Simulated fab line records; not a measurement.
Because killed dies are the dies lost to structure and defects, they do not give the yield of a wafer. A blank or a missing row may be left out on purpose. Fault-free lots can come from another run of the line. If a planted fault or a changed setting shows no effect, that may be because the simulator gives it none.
Matching of chambers / flow n5-finfet / 4 sister chambers for N5_PMOS_HMC_CHANNEL_EPI_DESCUM_14 on rie-diel-02
The step chemistry O2, time 7.9 s. 4 wafers are shown with their chamber, then 8 later ones without.

WAFERS WITH THEIR CHAMBER
wafer=L080.1; chamber=3; showerhead-plenum-p-Torr (Torr)=2.10
wafer=L088.1; chamber=0; showerhead-plenum-p-Torr (Torr)=2.18
wafer=L088.5; chamber=1; showerhead-plenum-p-Torr (Torr)=2.03
wafer=L089.4; chamber=2; showerhead-plenum-p-Torr (Torr)=2.19

WAFERS WITH NO CHAMBER GIVEN
wafer=L089.5; showerhead-plenum-p-Torr (Torr)=2.19
wafer=L089.6; showerhead-plenum-p-Torr (Torr)=2.09
wafer=L090.1; showerhead-plenum-p-Torr (Torr)=2.19
wafer=L090.2; showerhead-plenum-p-Torr (Torr)=2.03
wafer=L090.5; showerhead-plenum-p-Torr (Torr)=2.18
wafer=L093.2; showerhead-plenum-p-Torr (Torr)=2.09
wafer=L093.4; showerhead-plenum-p-Torr (Torr)=2.03
wafer=L093.5; showerhead-plenum-p-Torr (Torr)=2.18

THE CHAMBER EACH PASSED THROUGH
wafer=L089.5; from the rows above=can't be placed: 2 or 0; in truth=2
wafer=L089.6; from the rows above=3; in truth=3
wafer=L090.1; from the rows above=can't be placed: 2 or 0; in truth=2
wafer=L090.2; from the rows above=1; in truth=1
wafer=L090.5; from the rows above=can't be placed: 0 or 2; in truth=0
wafer=L093.2; from the rows above=3; in truth=3
wafer=L093.4; from the rows above=1; in truth=1
wafer=L093.5; from the rows above=can't be placed: 0 or 2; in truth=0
Correct placement for 4 of the 8. Not placeable from these rows: 4 (in 4, the candidates include the true chamber). Number placed wrongly: 0.
How it was worked out, from the rows above alone: a wafer's distance from a chamber is the root of the sum, over the readings, of the square of ((its reading less the chamber's mean) divided by the reading's scatter). The wafer belongs to the nearest chamber; if the next one is less than 2 further off, it can't be placed. A chamber's mean is the mean of its shown wafers. The scatter: with one shown wafer a chamber, the root of the mean of the squares of how far each hidden wafer lies from its nearest shown one.
